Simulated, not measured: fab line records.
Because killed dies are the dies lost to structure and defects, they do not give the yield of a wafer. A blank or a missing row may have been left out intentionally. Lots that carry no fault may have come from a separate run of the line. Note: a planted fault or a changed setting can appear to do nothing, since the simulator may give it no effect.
Which tool is to blame?    flow nand harc    72 wafers from 24 lots sampled at 4 of the route's 1159 steps

## WHAT THE GAUGES READ, wafer by wafer
NHARC_A_SLIT_INSPECT_11. Usual: raw defect count reads 20 (standard deviation 8.9).
lot   measured      on                 raw defect count  flag
L075  day 14 00:43  defect inspect-01  15 27 21          
L074  day 14 04:50  defect inspect-02  23 11 18          
L077  day 14 18:11  defect inspect-02  15 16 12          
L076  day 14 18:33  defect inspect-01  31 36 21          
L078  day 15 08:31  defect inspect-01  10 14 9           
L080  day 15 17:34  defect inspect-02  23 30 25          
L079  day 15 19:31  defect inspect-02  10 19 11          
L083  day 16 05:49  defect inspect-02  24 16 26          
L082  day 16 06:44  defect inspect-01  11 16 6           
L085  day 16 15:08  defect inspect-02  9 11 11           
L081  day 16 15:44  defect inspect-02  8 8 19            
L084  day 16 19:51  defect inspect-01  22 23 31          
L087  day 17 10:25  defect inspect-01  32 26 28          
L088  day 17 10:36  defect inspect-01  7 11 17           
L086  day 17 11:13  defect inspect-02  38 24 32          
L090  day 17 22:58  defect inspect-01  30 18 22          
L089  day 17 23:17  defect inspect-01  33 33 36          
L092  day 18 21:02  defect inspect-01  33 32 24          
L093  day 18 21:20  defect inspect-01  39 34 36          
L091  day 18 21:29  defect inspect-01  18 10 20          
L094  day 19 22:26  defect inspect-01  11 19 20          
L096  day 19 22:40  defect inspect-02  18 20 13          
L095  day 19 23:05  defect inspect-02  16 13 24          
L097  day 20 16:25  defect inspect-01  8 6 10            

NHARC_A_CONTACT_OVL_MEAS_43. Usual: overlay x nm 0.1 nm, standard deviation 0.7; overlay y nm 0.0 nm, standard deviation 0.78.
lot   measured      on          overlay x nm (nm)  overlay y nm (nm)  flag
L075  day 16 04:47  overlay-01  0.0 0.6 0.1        -0.1 -0.3 -0.5     
L074  day 16 10:49  overlay-02  1.0 0.6 0.5        0.6 0.1 0.1        
L077  day 16 21:17  overlay-02  -1.2 -0.9 -0.6     0.2 0.4 0.8        
L076  day 16 23:17  overlay-01  1.0 0.6 1.8        1.7 1.7 1.8        
L078  day 17 06:24  overlay-01  -0.4 -0.2 -0.1     -0.5 -0.7 -0.1     
L080  day 17 12:31  overlay-01  0.1 0.8 -0.3       -1.7 -1.4 -1.5     
L079  day 17 12:41  overlay-02  0.3 0.2 0.0        0.4 0.5 0.3        
L083  day 17 23:46  overlay-02  -1.0 -0.5 -0.6     0.0 -0.2 0.2       
L082  day 18 06:15  overlay-02  -0.2 0.2 0.0       -1.5 -0.7 -0.7     
L085  day 18 16:28  overlay-02  -0.1 0.3 0.4       0.0 -0.4 -0.2      
L081  day 18 14:29  overlay-02  -0.5 -0.7 -1.0     -0.6 -0.4 -0.5     
L084  day 18 18:56  overlay-01  0.5 0.6 0.7        0.0 -0.1 -0.6      
L087  day 19 04:50  overlay-02  0.4 0.3 0.8        -0.7 -0.6 -0.3     
L088  day 19 04:41  overlay-01  0.5 0.6 1.1        1.2 0.6 1.0        
L086  day 19 16:04  overlay-02  -0.2 0.1 0.5       -0.4 -0.9 0.2      
L090  day 19 16:50  overlay-01  -0.6 -1.1 -0.9     0.3 0.7 0.2        
L089  day 20 01:58  overlay-02  -0.6 -0.4 -0.4     -0.5 -0.4 -1.3     
L092  day 20 18:33  overlay-02  0.5 0.7 0.9        1.0 0.4 0.4        
L093  day 20 20:31  overlay-01  -0.1 -0.8 -0.8     0.5 0.9 0.4        
L091  day 20 14:36  overlay-02  -0.2 0.5 0.8       1.0 0.8 0.6        
L094  day 21 19:21  overlay-01  -0.1 -0.9 -0.1     0.3 -0.2 0.0       
L096  day 21 19:38  overlay-02  0.5 0.4 0.6        -1.2 -1.8 -1.9     
L095  day 21 23:46  overlay-02  -0.8 -1.4 -0.9     0.8 0.5 0.7        
L097  day 22 10:01  overlay-01  1.1 1.0 0.6        -0.1 -0.6 0.1      

NHARC_A_CONTACT_CD_MEAS_53. Usual: cd nm reads 189.4 nm (standard deviation 0.88).
lot   measured      on         cd nm (nm)         flag
L075  day 16 08:13  cd sem-01  188.3 188.2 189.1  
L074  day 16 14:53  cd sem-01  190.4 190.5 190.5  
L077  day 17 00:50  cd sem-01  191.0 191.4 190.1  
L076  day 17 02:41  cd sem-02  189.9 188.9 189.0  
L078  day 17 10:23  cd sem-01  190.6 188.9 190.3  
L080  day 17 16:00  cd sem-03  189.0 189.4 189.8  
L079  day 17 16:47  cd sem-02  189.2 190.1 189.2  
L083  day 18 03:08  cd sem-03  189.6 189.4 189.3  
L082  day 18 09:38  cd sem-03  188.2 187.8 188.3  
L085  day 18 19:50  cd sem-03  188.2 188.8 188.7  
L081  day 18 17:52  cd sem-03  187.8 189.3 188.1  
L084  day 18 22:21  cd sem-02  190.5 189.7 190.5  
L087  day 19 10:12  cd sem-02  188.3 188.5 189.3  
L088  day 19 09:38  cd sem-01  189.5 189.6 187.9  
L086  day 19 20:29  cd sem-02  190.5 189.1 189.5  
L090  day 19 20:17  cd sem-03  190.9 190.5 189.6  
L089  day 20 05:23  cd sem-01  188.7 190.7 190.3  
L092  day 20 21:56  cd sem-03  190.3 189.6 189.8  
L093  day 20 23:53  cd sem-02  190.6 190.3 189.5  
L091  day 20 17:58  cd sem-01  189.6 189.8 189.9  
L094  day 21 22:43  cd sem-01  188.5 188.2 188.9  
L096  day 21 23:41  cd sem-01  189.1 188.8 188.5  
L095  day 22 03:09  cd sem-03  189.3 189.1 189.7  
L097  day 22 13:40  cd sem-01  188.0 188.4 188.3  

## EACH LOT AND THE TOOL THAT RAN IT (in order: tool; ch and the chambers of the sampled wafers; start)
lot   NHARC_A_CONTACT_ETCH_90
L075  rie diel-13 ch 0,1,3, day 16 07:56
L074  rie diel-12 ch 0,1, day 16 14:36
L077  rie diel-13 ch 1,2,3, day 17 00:35
L076  rie diel-13 ch 0,2, day 17 02:29
L078  rie diel-12 ch 1,2, day 17 10:11
L080  rie diel-12 ch 0,2,3, day 17 15:48
L079  rie diel-13 ch 1,2, day 17 16:28
L083  rie diel-12 ch 0,1,3, day 18 02:55
L082  rie diel-12 ch 0,1,3, day 18 09:25
L085  rie diel-12 ch 1,2, day 18 19:38
L081  rie diel-12 ch 1,3, day 18 17:39
L084  rie diel-13 ch 0,1,2, day 18 22:06
L087  rie diel-10 ch 0,1,3, day 19 09:58
L088  rie diel-12 ch 1,2,3, day 19 09:25
L086  rie diel-12 ch 0,2,3, day 19 20:15
L090  rie diel-12 ch 1,2,3, day 19 20:03
L089  rie diel-12 ch 1,3, day 20 05:11
L092  rie diel-12 ch 0,1, day 20 21:43
L093  rie diel-12 ch 0,2,3, day 20 23:43
L091  rie diel-12 ch 1,2, day 20 17:44
L094  rie diel-12 ch 1,2,3, day 21 22:30
L096  rie diel-12 ch 0,2,3, day 21 23:29
L095  rie diel-13 ch 0,1,2, day 22 02:56
L097  rie diel-12 ch 0,3, day 22 13:25
- NHARC_A_CONTACT_ETCH_90: etches the open film in CH3F/O2, target depth 40 nm, time 85.7 s.

## WHAT THE TOOLS THEMSELVES READ (means of the sampled wafers that have a number; where no wafer has one, the mark that the record gives instead)
NHARC_A_CONTACT_ETCH_90. Usual: drypump motor current A 5.58 A, standard deviation 0.28; oes product au 0.96 a.u., standard deviation 0.038; rf vpp V 244.2 V, standard deviation 1.7; showerhead plenum p Torr 2.45 Torr, standard deviation 0.099; throttle valve pct 20.663 %, standard deviation 0.0088.
lot   tool         drypump motor current A (A)  oes product au (a.u.)  rf vpp V (V)  showerhead plenum p Torr (Torr)  throttle valve pct (%)  flag
L075  rie diel-13  5.25                         0.94                   243.7         2.45                             20.650                  
L074  rie diel-12  5.42                         0.90                   243.7         2.41                             20.664                  
L077  rie diel-13  5.32                         1.00                   243.9         2.42                             20.656                  
L076  rie diel-13  5.35                         0.92                   245.7         2.59                             20.657                  
L078  rie diel-12  5.65                         1.00                   243.1         2.37                             20.666                  
L080  rie diel-12  5.68                         1.00                   244.1         2.47                             20.665                  
L079  rie diel-13  5.47                         0.92                   244.9         2.49                             20.662                  
L083  rie diel-12  5.61                         0.93                   244.4         2.45                             20.661                  
L082  rie diel-12  5.59                         0.96                   244.3         2.45                             20.662                  
L085  rie diel-12  5.54                         0.93                   243.0         2.35                             20.659                  
L081  rie diel-12  5.79                         0.98                   245.2         2.44                             20.651                  
L084  rie diel-13  5.42                         0.93                   245.0         2.52                             20.660                  
L087  rie diel-10  6.20                         1.01                   246.2         2.58                             20.663                  
L088  rie diel-12  5.74                         1.00                   243.0         2.41                             20.664                  
L086  rie diel-12  5.70                         1.00                   244.9         2.47                             20.660                  
L090  rie diel-12  5.74                         0.99                   243.2         2.41                             20.669                  
L089  rie diel-12  5.66                         0.90                   243.6         2.39                             20.660                  
L092  rie diel-12  5.43                         0.98                   243.1         2.40                             20.658                  
L093  rie diel-12  5.67                         0.93                   244.2         2.47                             20.663                  
L091  rie diel-12  5.65                         0.93                   243.3         2.37                             20.669                  
L094  rie diel-12  5.75                         0.92                   243.6         2.40                             20.657                  
L096  rie diel-12  5.68                         0.99                   244.4         2.47                             20.662                  
L095  rie diel-13  5.41                         1.00                   244.5         2.51                             20.666                  
L097  rie diel-12  5.76                         0.91                   245.1         2.50                             20.667                  

## THE ANSWER, worked out from the rows above alone
Rule: take the mean of a lot's wafers that have a number; if it is more than 3 standard deviations from the usual mean, the lot is off. A lot without any number at a reading at which 4 lots or more have one is off too. All remaining lots with rows at the step are treated as sound. After the gauges, taken in route order, come the tools' own readings; for these a lot's mean is taken, as printed above. The first step at which some lot is off is used, and at that step the reading that is off furthest; a lot without a number counts as furthest.
Across all readings shown, no lot is off: no conclusion can be drawn from this.

## WHAT WAS PUT IN BY THE SIMULATOR
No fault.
